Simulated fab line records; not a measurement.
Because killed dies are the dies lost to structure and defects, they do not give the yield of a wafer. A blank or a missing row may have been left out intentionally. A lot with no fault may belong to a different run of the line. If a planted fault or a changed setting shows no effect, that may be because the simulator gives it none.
fab line records	flow nandHarc
record lots=13	wafers=39	lastDay=35
route steps=1302 shown P_ZERO_WELL@31 P_GATE@131 END@1302
lots with no fault: from the same line, run without faults
startH: hours from the record's first day to the start of the lot's first wafer shown	waitH: hours since the lot's step before	" repeats the value in the row above	L1.1+2: a single row standing in for several wafers	- value missing, or start not given	* or withheld: withheld	< > ~ a bound
route shown NAME@n: names a module that has steps shown in the file, with the first one's number in the route	usual: average and standard deviation across the fault-free wafers	same: alike in all rows	chamber/n: place in a boat	sites: the reading at each site	_std_site: standard deviation across them	_edge_site: outer sites' mean less inner sites'	radiusMm: how far each site lies from the wafer's centre	mask NAME#n: copy n	behind: the most recent tool/chamber to have shaped the wafer	hold: what put the lot on hold/how long, in hours/how the hold closed	device: names the non-switching transistor (n, p or np)	end of line: the route-end tests of the same wafers	a step without rows: its recipe alone	killed: dies that structure and defects cost at the first sort, which is not the same as the wafer's yield	map: shows each die of a wafer: x if killed, . if not, _ if none is there
set.NAME: the setting as run; set.NAME@STEP: as run at that earlier step	model.NAME: the simulator's own value behind a step, which no gauge read
route steps across a sampled set of lots; one table per step, one row per wafer
services: from which hour (startH, from the record's first day; less than 0 if before it) a tool's chamber was out of use, for how many hours, and why
## steps
# step NHARC_P_ZERO_WELL_DESCUM_26
# recipe timeS=3	o2FlowSccm=200	arFlowSccm=0	biasPowerW=0	chemistry=O2
# usual drypumpMotorCurrentA=5.7/0.53	oesProductAu=1.002/0.011	rfVppV=57.8/0.87	showerheadPlenumPTorr=1.90/0.073	throttleValvePct=11.310/0.0082
lot.wafer	tool	chamber	startH	waitH	drypumpMotorCurrentA	oesProductAu	rfHoursCounterH	rfVppV	showerheadPlenumPTorr	throttleValvePct
L459.2	rieDiel-01	3	22.75	-	6.3	1.000	46	58.4	1.92	11.307
L459.5	"	3	"	"	6.3	1.001	-	56.5	1.92	11.306
L459.6	"	0	"	"	6.7	0.978	-	55.3	1.83	11.300
L461.4	rieDiel-01	3	42.77	-	6.4	1.006	3	57.5	1.92	11.314
L461.2	"	0	"	"	6.7	1.021	3	56.3	1.83	11.293
L461.5	"	2	"	"	6.2	1.007	-	56.8	1.91	11.315
L463.2	rieDiel-05	0	62.79	-	6.0	0.987	0	59.2	1.84	11.308
L463.3	"	1	"	"	4.9	1.005	0	58.4	1.99	11.323
L463.1	"	2	"	"	5.7	1.013	0	58.5	1.82	11.306
L468.2	rieDiel-04	3	112.81	-	6.5	0.974	37	57.7	1.80	11.321
L468.5	"	2	"	"	5.3	1.016	-	58.1	1.98	11.319
L468.6	"	3	"	"	6.5	0.975	-	59.1	1.79	11.316
L472.3	rieDiel-05	0	152.99	-	6.0	0.988	31	58.0	1.83	11.300
L472.2	"	3	"	"	5.2	0.991	27	57.9	1.99	11.284
L472.5	"	0	"	"	6.0	0.988	-	58.1	1.83	11.305
L473.1	rieDiel-05	0	162.67	-	6.0	0.985	33	56.6	1.83	11.304
L473.2	"	1	"	"	4.9	1.004	29	58.7	1.98	11.312
L473.4	"	2	"	"	5.7	0.989	30	58.0	1.81	11.300
L474.1	rieDiel-05	0	172.54	-	6.0	0.992	35	58.5	1.83	11.299
L474.5	"	3	"	"	5.2	0.988	-	59.9	1.99	11.309
L474.6	"	0	"	"	6.0	0.997	-	56.6	1.83	11.308
L475.3	rieDiel-05	1	182.88	-	4.9	1.008	35	57.3	1.98	11.313
L475.2	"	3	"	"	5.3	0.999	38	57.6	1.99	11.316
L475.6	"	0	"	"	6.0	0.983	-	57.3	1.83	11.306
L476.1	rieDiel-05	2	192.61	-	5.7	0.996	39	56.8	1.80	11.309
L476.4	"	2	"	"	5.7	1.000	-	55.9	1.80	11.301
L476.5	"	1	"	"	4.9	1.012	-	58.6	1.98	11.312
L478.3	rieDiel-05	1	212.84	-	4.9	1.010	46	57.7	1.98	11.304
L478.6	"	2	"	"	5.7	0.991	-	57.1	1.80	11.311
L478.5	"	3	"	"	5.3	1.003	-	57.8	1.99	11.300
L479.4	rieDiel-04	0	222.68	-	5.4	0.996	10	57.1	1.90	11.298
L479.2	"	1	"	"	5.6	1.006	13	59.5	1.88	11.319
L479.5	"	3	"	"	6.5	0.993	-	57.2	1.79	11.320
L480.3	rieDiel-04	1	232.98	-	5.6	1.015	18	56.8	1.88	11.324
L480.6	"	0	"	"	5.5	1.001	-	58.0	1.89	11.309
L480.5	"	1	"	"	5.6	1.007	-	56.7	1.88	11.296
L481.2	rieDiel-05	0	242.61	-	6.0	0.999	1	56.7	1.83	11.312
L481.3	"	1	"	"	5.0	1.005	1	58.9	1.98	11.311
L481.5	"	2	"	"	5.7	0.997	-	59.8	1.80	11.305
# step NHARC_P_ZERO_WELL_CD_MEAS_37
# recipe targetCdNm=720	landingEnergyEv=500
# usual cdNm=719.2/1.8
lot.wafer	tool	chamber	startH	waitH	cdNm
L459.2	cdSem-02	0	24.22	-	721.4
L459.5	"	0	"	"	716.8
L459.6	"	0	"	"	721.3
L461.2	cdSem-03	0	44.23	-	721.0
L461.4	"	0	"	"	721.2
L461.5	"	0	"	"	719.9
L463.1	cdSem-01	0	64.26	-	719.8
L463.2	"	0	"	"	719.7
L463.3	"	0	"	"	718.5
L468.2	cdSem-01	0	114.28	-	721.7
L468.5	"	0	"	"	716.2
L468.6	"	0	"	"	720.8
L472.2	cdSem-03	0	154.50	-	719.7
L472.3	"	0	"	"	719.1
L472.5	"	0	"	"	719.3
L473.1	cdSem-02	0	164.14	-	722.3
L473.2	"	0	"	"	716.6
L473.4	"	0	"	"	721.6
L474.1	cdSem-03	0	174.02	-	721.8
L474.5	"	0	"	"	718.6
L474.6	"	0	"	"	719.6
L475.2	cdSem-02	0	184.26	-	719.8
L475.3	"	0	"	"	717.5
L475.6	"	0	"	"	718.3
L476.1	cdSem-02	0	194.17	-	721.8
L476.4	"	0	"	"	720.2
L476.5	"	0	"	"	719.4
L478.3	cdSem-02	0	214.28	-	720.4
L478.5	"	0	"	"	719.9
L478.6	"	0	"	"	721.9
L479.2	cdSem-02	0	224.01	-	721.0
L479.4	"	0	"	"	717.4
L479.5	"	0	"	"	722.4
L480.3	cdSem-03	0	234.33	-	720.5
L480.5	"	0	"	"	719.2
L480.6	"	0	"	"	719.0
L481.2	cdSem-02	0	243.94	-	721.6
L481.3	"	0	"	"	718.8
L481.5	"	0	"	"	718.2
# step NHARC_P_ZERO_WELL_DESCUM_54
# recipe timeS=3	o2FlowSccm=200	arFlowSccm=0	biasPowerW=0	chemistry=O2
# usual drypumpMotorCurrentA=5.8/0.51	oesProductAu=1.004/0.01	rfVppV=57.7/0.77	showerheadPlenumPTorr=1.90/0.066	throttleValvePct=11.310/0.0091
lot.wafer	tool	chamber	startH	waitH	drypumpMotorCurrentA	oesProductAu	rfHoursCounterH	rfVppV	showerheadPlenumPTorr	throttleValvePct
L459.2	rieDiel-05	3	27.49	-	5.2	0.999	58	57.4	2.01	11.313
L459.5	"	3	"	"	5.2	1.001	-	57.7	2.01	11.299
L459.6	"	0	"	"	6.0	0.985	-	58.2	1.85	11.313
L461.4	rieDiel-05	2	46.04	-	5.7	1.003	60	58.9	1.82	11.310
L461.2	"	1	"	"	4.9	1.002	58	58.0	2.00	11.315
L461.5	"	2	"	"	5.7	1.003	-	58.0	1.82	11.318
L463.3	rieDiel-05	3	66.06	-	5.2	1.000	1	59.0	2.00	11.320
L463.1	"	0	"	"	6.0	0.995	1	58.5	1.84	11.301
L463.2	"	1	"	"	4.9	1.016	1	58.5	1.99	11.300
L468.2	rieDiel-05	3	115.96	-	5.2	0.991	15	58.0	2.00	11.311
L468.5	"	2	"	"	5.7	1.005	-	57.4	1.81	11.294
L468.6	"	3	"	"	5.3	0.987	-	57.9	2.00	11.314
L472.3	rieDiel-04	0	156.31	-	5.5	1.013	50	57.8	1.90	11.305
L472.2	"	1	"	"	5.6	1.024	41	59.1	1.89	11.308
L472.5	"	0	"	"	5.4	1.014	-	59.2	1.90	11.306
L473.1	rieDiel-04	2	165.98	-	5.3	1.001	49	57.0	1.97	11.311
L473.2	"	1	"	"	5.6	1.015	44	58.3	1.89	11.314
L473.4	"	1	"	"	5.6	1.014	-	57.5	1.89	11.295
L474.1	rieDiel-05	1	175.83	-	4.9	1.006	31	57.1	1.98	11.303
L474.5	"	0	"	"	6.0	0.989	-	57.5	1.83	11.319
L474.6	"	1	"	"	4.9	1.009	-	58.2	1.98	11.319
L475.3	rieDiel-01	1	186.26	-	6.1	1.017	53	57.3	1.92	11.317
L475.2	"	3	"	"	6.3	1.014	49	57.6	1.91	11.300
L475.6	"	1	"	"	6.1	1.015	-	57.9	1.92	11.314
L476.4	rieDiel-04	3	195.87	-	6.6	0.999	1	57.8	1.79	11.295
L476.1	"	0	"	"	5.4	0.996	1	57.7	1.90	11.307
L476.5	"	2	"	"	5.2	1.015	-	59.1	1.97	11.318
L478.3	rieDiel-01	2	215.98	-	6.2	0.984	0	57.6	1.90	11.300
L478.6	"	2	"	"	6.1	0.986	-	59.5	1.90	11.334
L478.5	"	3	"	"	6.3	0.994	-	56.7	1.91	11.296
L479.4	rieDiel-05	2	225.86	-	5.7	1.010	51	57.1	1.80	11.314
L479.2	"	0	"	"	6.0	1.000	53	57.4	1.83	11.301
L479.5	"	2	"	"	5.7	1.003	-	57.5	1.80	11.305
L480.3	rieDiel-04	0	236.16	-	5.5	0.994	15	58.1	1.89	11.322
L480.6	"	1	"	"	5.6	1.008	-	55.7	1.88	11.309
L480.5	"	2	"	"	5.3	0.995	-	58.1	1.97	11.307
L481.3	rieDiel-04	1	245.76	-	5.6	1.012	22	58.5	1.88	11.291
L481.2	"	2	"	"	5.2	1.002	22	58.1	1.96	11.307
L481.5	"	3	"	"	6.5	0.986	-	57.9	1.78	11.318
# step NHARC_P_GATE_HM_DEP_102
# recipe targetThkA=1200	tempC=400	material=aC
# usual throttleValvePct=34.998/0.0084
lot.wafer	tool	chamber	startH	waitH	throttleValvePct
L459.2	aclDep-03	0	96.54	0.5	34.993
L459.5	"	0	"	"	34.992
L459.6	"	0	"	"	34.979
L459.2	aclDep-01	0	97.74	1.1	35.009
L459.5	"	0	"	"	34.979
L459.6	"	0	"	"	35.001
L461.2	aclDep-02	0	112.90	2.7	34.991
L461.4	"	0	"	"	35.005
L461.5	"	0	"	"	35.004
L461.2	aclDep-01	0	115.06	2.1	35.001
L461.4	"	0	"	"	35.012
L461.5	"	0	"	"	35.002
L463.1	aclDep-03	0	133.93	0.5	35.012
L463.2	"	0	"	"	34.991
L463.3	"	0	"	"	34.988
L463.1	aclDep-01	0	135.52	1.5	35.009
L463.2	"	0	"	"	35.002
L463.3	"	0	"	"	35.026
L468.2	aclDep-03	0	190.38	3.4	34.996
L468.5	"	0	"	"	34.993
L468.6	"	0	"	"	34.990
L472.2	aclDep-01	0	239.24	2.5	35.005
L472.3	"	0	"	"	35.001
L472.5	"	0	"	"	35.009
L474.1	aclDep-01	0	239.77	3.1	35.011
L474.5	"	0	"	"	34.999
L474.6	"	0	"	"	34.996
L473.1	aclDep-03	0	240.11	3.4	34.988
L473.2	"	0	"	"	34.994
L473.4	"	0	"	"	34.993
L475.2	aclDep-02	0	256.69	2.4	35.004
L475.3	"	0	"	"	35.001
L475.6	"	0	"	"	34.982
L476.1	aclDep-01	0	265.30	2.0	35.003
L476.4	"	0	"	"	35.002
L476.5	"	0	"	"	34.997
L478.3	aclDep-01	0	288.68	0.6	34.997
L478.5	"	0	"	"	34.994
L478.6	"	0	"	"	35.004
L479.2	aclDep-01	0	294.51	0.5	34.995
L479.4	"	0	"	"	34.992
L479.5	"	0	"	"	35.014
L480.3	aclDep-01	0	311.57	2.4	35.003
L480.5	"	0	"	"	34.992
L480.6	"	0	"	"	35.011
L481.2	aclDep-02	0	311.60	2.4	34.984
L481.3	"	0	"	"	35.015
L481.5	"	0	"	"	35.001
# step NHARC_END_SORT_01
# recipe tempC=25
# usual killedAtArray=62/22	killedAtOther=1.0/1.4	killedAtPeriphery=4.2/2.8	killedDies=67/23	killedOpen=3.1/1.7	killedShort=2.1/1.5
# same grossDies=677
lot.wafer	tool	chamber	startH	waitH	killedAtArray	killedAtOther	killedAtPeriphery	killedDies	killedOpen	killedShort
L459.5	prober-02	0	583.27	3.7	46	0	5	51	3	3
L459.6	prober-02	0	584.06	4.0	57	1	2	60	6	1
# killed by level:class
L459.5 A_CHANNEL_HOLE_D2:chamberFilmFlake=24 A_CONTACT:chamberFilmFlake=10 P_GATE:chamberFilmFlake=3 A_WL_FILL:geometricParticle:open=2 P_M1:chamberFilmFlake=2 A_CHANNEL_HOLE_D1:chamberFilmFlake=2 A_STAIRCASE:chamberFilmFlake=2 A_ONON_D1:geometricParticle:short=1
L459.6 A_CHANNEL_HOLE_D2:chamberFilmFlake=24 A_CONTACT:chamberFilmFlake=9 A_STAIRCASE:chamberFilmFlake=8 A_ONON_D1:geometricParticle:open=3 A_DECK1_JOINT:chamberFilmFlake=3 A_WL_FILL:chamberFilmFlake=3 P_GATE:chamberFilmFlake=2 A_CHANNEL_HOLE_D1:chamberFilmFlake=2
## services
tool	chamber	startH	hours	kind
rieDiel-04	-	2.38	9.0	pm
aclDep-01	-	4.38	13.0	pm
aclDep-03	-	13.41	2.6	repair
aclDep-03	-	26.86	1.9	repair
rieDiel-04	1	27.72	5.4	repair
rieDiel-01	-	27.92	9.0	pm
rieDiel-05	-	52.69	9.0	pm
rieDiel-04	2	54.21	8.5	repair
aclDep-02	-	61.16	13.0	pm
rieDiel-01	0	111.14	2.7	repair
aclDep-03	-	120.93	13.0	pm
rieDiel-04	1	121.53	6.0	repair
rieDiel-05	1	123.19	4.1	repair
rieDiel-04	3	155.09	15.0	repair
rieDiel-04	3	177.06	9.2	repair
rieDiel-04	-	179.38	9.0	pm
rieDiel-05	2	179.65	3.3	repair
aclDep-01	-	185.76	13.0	pm
rieDiel-05	3	189.40	6.6	repair
rieDiel-01	-	205.01	9.0	pm
rieDiel-05	-	230.70	9.0	pm
rieDiel-05	0	270.01	9.1	repair
aclDep-03	-	303.89	13.0	pm
rieDiel-05	1	304.38	22.0	repair
## key
firstSign step=NHARC_P_GATE_HM_DEP_102	reading=visit	direction=added
effect none on later readings
metAt NHARC_P_GATE_HM_DEP_102
struckLots L459,L461,L463
testerLeftOut L459,L461,L463
notActingAt NHARC_P_ZERO_WELL_DESCUM_26,NHARC_P_ZERO_WELL_CD_MEAS_37,NHARC_P_ZERO_WELL_DESCUM_54
fault kind=repeatedStepWhole	tool=aclDep-01,aclDep-02,aclDep-03	chamber=-	onsetH=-	steps=NHARC_P_GATE_HM_DEP_102	times=1	scope=struckLotsOnly
# testerLeftOut: of these lots the tester's yield and bins aren't shown, on N5 and GAA mostly nor the transistor test; their killed dies are dies lost to structure and defects alone, not to doping, threshold or leakage, so they don't give the yield
